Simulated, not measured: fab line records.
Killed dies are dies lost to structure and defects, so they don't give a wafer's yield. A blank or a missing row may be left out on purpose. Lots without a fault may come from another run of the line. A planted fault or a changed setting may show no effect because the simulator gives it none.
Chamber matching | flow n5-finfet | N5_GATE_CUT_STRIP_42 on rie-diel-06 has 4 sister chambers
The step strips in O2. 4 wafers are shown with their chamber, then 7 later ones without.

## WAFERS WITH THEIR CHAMBER
wafer  | chamber | showerhead-plenum-p-Torr (Torr)
L081.1 | 1       | 2.08
L081.6 | 0       | 2.03
L082.2 | 3       | 2.19
L082.4 | 2       | 2.17

## WAFERS WHOSE CHAMBER IS MISSING
wafer  | showerhead-plenum-p-Torr (Torr)
L082.5 | 2.03
L091.1 | 2.18
L091.2 | 2.07
L091.4 | 2.17
L095.1 | 2.02
L095.3 | 2.18
L095.5 | 2.02

## EACH ONE'S CHAMBER
wafer  | from the rows above     | in truth
L082.5 | 0                       | 0
L091.1 | can't be placed: 3 or 2 | 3
L091.2 | 1                       | 1
L091.4 | 2                       | 2
L095.1 | 0                       | 0
L095.3 | can't be placed: 3 or 2 | 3
L095.5 | 0                       | 0
5 of 7 placed correctly. Cannot be placed on the basis of these rows: 2; the candidates contain the true chamber in 2. Wrongly placed: 0.
How it was worked out, from the rows above alone: a wafer's distance from a chamber is the root of the sum, over the readings, of the square of ((its reading less the chamber's mean) divided by the reading's scatter). The wafer belongs to the nearest chamber; if the next one is less than 2 further off, it can't be placed. A chamber's mean is the mean of its shown wafers. The scatter: root of mean squared gap, hidden wafer to nearest shown wafer, with one shown wafer a chamber.
